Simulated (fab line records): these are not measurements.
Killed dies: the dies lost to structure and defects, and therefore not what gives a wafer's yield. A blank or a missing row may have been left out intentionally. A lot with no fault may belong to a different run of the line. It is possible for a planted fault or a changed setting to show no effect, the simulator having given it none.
Which tool did it? ; flow nand harc ; Sampling: 11 lots, 33 wafers, 6 of 1159 route steps

## WHAT EACH GAUGE READ, for each wafer
NHARC_P_M2_CD_MEAS_09: the cd target is 170 nm.
lot;measured;on;cd nm (nm)
L146;day 5 20:01;cd sem-03;170.2 170.5 170.1
L149;day 6 18:21;cd sem-03;170.8 170.6 170.5
L150;day 7 05:22;cd sem-03;170.9 171.2 171.5
L152;day 7 18:08;cd sem-01;170.3 169.2 169.0
L155;day 8 21:50;cd sem-02;174.1 174.5 172.6
L161;day 10 10:18;cd sem-02;169.9 169.7 170.8
L164;day 10 14:13;cd sem-03;170.6 171.9 171.2
L165;day 11 01:23;cd sem-01;170.7 169.9 170.2
L167;day 11 02:05;cd sem-01;170.6 170.3 168.8
L168;day 11 14:13;cd sem-02;171.0 170.7 171.0
L169;day 11 17:07;cd sem-02;170.5 169.9 169.7

NHARC_END_SORT_01.
lot;measured;on;defect limited yield (%);killed at array;killed at other;killed at periphery;killed dies;killed open;killed short;sort_bin_2_pct (%);sort_bin_3_pct (%);sort_bin_4_pct (%);sort_bin_6_pct (%);sort n pass;sort rim yield pct (%);sort yield pct (%)
L149;day 20 03:53;prober-02;95.7 95.1 95.7;27 32 28;0 0 1;2 1 0;29 33 29;1 3 3;1 2 3;0.7 2.2 1.0;0.15 0 0.30;3.4 2.7 3.0;0 0 0;648 644 648;92.5 96.2 97.2;95.7 95.1 95.7
L155;day 22 12:01;prober-02;93.6 94.2 95.0;40 35 32;0 0 0;3 4 2;43 39 34;8 4 2;1 1 3;2.7 2.1 1.5;0.15 0.30 0.44;3.5 3.4 3.1;0 0 0;634 638 643;95.3 92.5 97.2;93.6 94.2 95.0
L164;day 23 22:50;prober-01;96.0 97.5 96.2;20 12 21;2 0 0;5 5 5;27 17 26;1 1 4;1 2 4;1.2 0.6 1.0;0.15 0.15 0.30;2.7 1.8 2.5;0 0 0;650 660 651;96.2 95.3 98.1;96.0 97.5 96.2
L167;day 24 23:18;prober-02;92.3 93.8 92.2;50 41 49;0 0 1;2 1 3;52 42 53;1 1 5;0 2 2;2.7 1.8 3.0;0.30 0.44 0.30;4.7 4.0 4.6;0 0 0;625 635 624;89.6 90.6 93.4;92.3 93.8 92.2
L168;day 25 15:50;prober-02;94.7 94.1 93.9;33 40 40;0 0 1;3 0 0;36 40 41;3 2 1;2 2 2;1.5 1.3 2.1;0.30 0.15 0.44;3.5 4.4 3.5;0 0 0;641 637 636;94.3 96.2 95.3;94.7 94.1 93.9
L169;day 25 06:50;prober-01;96.9 96.2 97.6;18 21 13;0 0 1;3 5 2;21 26 16;4 5 3;4 2 1;1.2 1.2 0.9;0.30 0.30 0.15;1.6 2.4 1.3;0 0 0;656 651 661;97.2 99.1 99.1;96.9 96.2 97.6

## WHAT TOOL EACH LOT RAN ON (gives the tool, then ch and the chambers of the sampled wafers, and finally the start)
lot;NHARC_P_M1_DEGAS_29;NHARC_P_M1_PVD_20;NHARC_P_M2_EXPOSE_06;NHARC_P_M2_DESCUM_14
L146;pvd sputter-02, day 5 17:13;pvd sputter-02, day 5 19:53 or earlier;arfi scanner-01 ch 0, day 5 19:53;rie diel-06 ch 0,3, day 5 20:13
L149;pvd sputter-02, day 6 15:05;pvd sputter-02, day 6 18:13 or earlier;arfi scanner-01 ch 0, day 6 18:13;rie diel-07 ch 0,2,3, day 6 18:33
L150;pvd sputter-01, day 7 02:10;pvd sputter-01, day 7 05:13 or earlier;arfi scanner-03 ch 0, day 7 05:13;rie diel-06 ch 1,2, day 7 05:32
L152;pvd sputter-03, day 7 14:45;pvd sputter-03, day 7 17:59 or earlier;arfi scanner-01 ch 0, day 7 17:59;rie diel-06 ch 1,2,3, day 7 18:19
L155;pvd sputter-02, day 8 19:01;pvd sputter-02, day 8 21:41 or earlier;arfi scanner-01 ch 0, day 8 21:41;rie diel-07 ch 0,2, day 8 22:01
L161;pvd sputter-01, day 10 07:11;pvd sputter-01, day 10 10:10 or earlier;arfi scanner-02 ch 0, day 10 10:10;rie diel-06 ch 1,2, day 10 10:29
L164;pvd sputter-03, day 10 11:12;pvd sputter-03, day 10 14:05 or earlier;arfi scanner-02 ch 0, day 10 14:05;rie diel-06 ch 0,1,3, day 10 14:26
L165;pvd sputter-03, day 10 22:35;pvd sputter-03, day 11 01:14 or earlier;arfi scanner-02 ch 0, day 11 01:14;rie diel-07 ch 2,3, day 11 01:34
L167;pvd sputter-02, day 10 23:14;pvd sputter-02, day 11 01:56 or earlier;arfi scanner-02 ch 0, day 11 01:56;rie diel-10 ch 0,1,3, day 11 02:16
L168;pvd sputter-02, day 11 10:56;pvd sputter-02, day 11 14:05 or earlier;arfi scanner-02 ch 0, day 11 14:05;rie diel-10 ch 0,3, day 11 14:24
L169;pvd sputter-03, day 11 14:05;pvd sputter-02, day 11 16:59 or earlier;arfi scanner-03 ch 0, day 11 16:59;rie diel-06 ch 0,1,3, day 11 17:19
- NHARC_P_M1_DEGAS_29: time 60 s.
- NHARC_P_M1_PVD_20: deposits TaN, target thk 5 nm, time 8.06 s.
- NHARC_P_M2_EXPOSE_06: exposes mask P M2, target cd 170 nm.
- NHARC_P_M2_DESCUM_14: chemistry O2, time 3 s.

## AS READ BY THE TOOLS THEMSELVES (means over the sampled wafers that have a number; for cases with no such wafer, the mark the record gives instead)
NHARC_P_M1_DEGAS_29.
lot;tool;heater power w (W)
L146;pvd sputter-02;321
L149;pvd sputter-02;318
L150;pvd sputter-01;316
L152;pvd sputter-03;324
L155;pvd sputter-02;315
L161;pvd sputter-01;311
L164;pvd sputter-03;358
L165;pvd sputter-03;365
L167;pvd sputter-02;327
L168;pvd sputter-02;330
L169;pvd sputter-03;362

NHARC_P_M1_PVD_20.
lot;tool;bias v (V);cathode dc power W (W);throttle valve pct (%)
L146;pvd sputter-02;169.2;15001;30.7
L149;pvd sputter-02;168.6;15001;28.3
L150;pvd sputter-01;167.7;15003;28.5
L152;pvd sputter-03;168.8;14999;29.3
L155;pvd sputter-02;168.1;14999;29.1
L161;pvd sputter-01;169.1;14999;29.1
L164;pvd sputter-03;169.6;14999;30.5
L165;pvd sputter-03;168.2;14997;30.3
L167;pvd sputter-02;168.4;15001;29.8
L168;pvd sputter-02;166.9;15002;30.1
L169;pvd sputter-02;169.6;14998;30.4

NHARC_P_M2_EXPOSE_06.
lot;tool;exposure dose mJ cm2
L146;arfi scanner-01;80.68
L149;arfi scanner-01;80.79
L150;arfi scanner-03;80.77
L152;arfi scanner-01;80.84
L155;arfi scanner-01;79.14
L161;arfi scanner-02;80.74
L164;arfi scanner-02;80.88
L165;arfi scanner-02;80.77
L167;arfi scanner-02;80.71
L168;arfi scanner-02;80.80
L169;arfi scanner-03;80.76

NHARC_P_M2_DESCUM_14.
lot;tool;drypump motor current A (A);o2 flow sccm (sccm);oes product au (a.u.);rf vpp V (V);showerhead plenum p Torr (Torr);throttle valve pct (%)
L146;rie diel-06;5.7;200.1;1.001;56.7;1.95;11.313
L149;rie diel-07;5.9;199.8;0.996;57.6;1.92;11.317
L150;rie diel-06;5.4;199.5;1.002;58.3;2.03;11.313
L152;rie diel-06;5.6;200.1;1.000;57.8;1.99;11.310
L155;rie diel-07;6.0;199.5;0.979;57.5;1.94;11.313
L161;rie diel-06;5.3;200.2;0.999;58.7;2.00;11.309
L164;rie diel-06;5.4;200.0;0.999;57.2;1.95;11.308
L165;rie diel-07;5.7;199.2;0.990;57.9;1.85;11.306
L167;rie diel-10;5.6;200.1;0.984;58.3;1.97;11.306
L168;rie diel-10;5.4;200.0;0.995;58.8;2.01;11.318
L169;rie diel-06;5.4;200.2;1.002;57.7;1.95;11.301

## THE ANSWER, worked out from the rows above alone
Rule: what is usual is taken from the lots themselves. Put in order of their means at a reading, lots are off if they are a third of the lots or fewer, leave a main group of 4 or more, and stand apart from it by a gap of 3 or more times the standard deviation of the main group's means; of several such gaps the widest counts. A main group is skipped when, at the precision printed for the reading in the tables above, its means are all equal. Also off: a lot with no number at a reading for which 4 or more lots have one. Any other lot the step has rows for is counted as sound. After the gauges, taken in route order, come the tools' own readings; for these a lot's mean is taken, as printed above. The first step at which some lot is off is used, and at that step the reading that is off furthest; a lot without a number counts as furthest.
Off, at NHARC_P_M2_CD_MEAS_09 on cd nm: L155. The main group has a mean of 170.4 nm with a standard deviation of 0.54.
A tool fits if, at a process step before that reading, it ran every lot that is off, and no sound lot after the first of them. The gauges at NHARC_P_M2_CD_MEAS_09 aren't tried: what is off there is off at NHARC_P_M2_EXPOSE_06 too, on other tools, and a gauge's error can't cause that. NHARC_P_M1_PVD_20 gives no start for some lots, so the hours and the order of its lots are those of NHARC_P_M2_EXPOSE_06. One candidate fits, namely arfi scanner-01 at NHARC_P_M2_EXPOSE_06. Its last sound lot is L152 (day 7 17:59), its first lot that is off L155 (day 8 21:41): a fault that began between those two fits.
On the lots that are off, the tool's own readings at NHARC_P_M2_EXPOSE_06 differ by more than 5 times the standard deviation of the sound lots' means, which bears it out; exposure dose mJ cm2 reads 79.14 there versus 80.77 on the sound lots.

## WHAT THE SIMULATOR PUT IN
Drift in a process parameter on arfi scanner-01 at NHARC_P_M2_EXPOSE_06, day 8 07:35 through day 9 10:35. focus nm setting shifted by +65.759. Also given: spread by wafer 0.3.
Lots struck among those shown: L155. The same result came from the rule above.
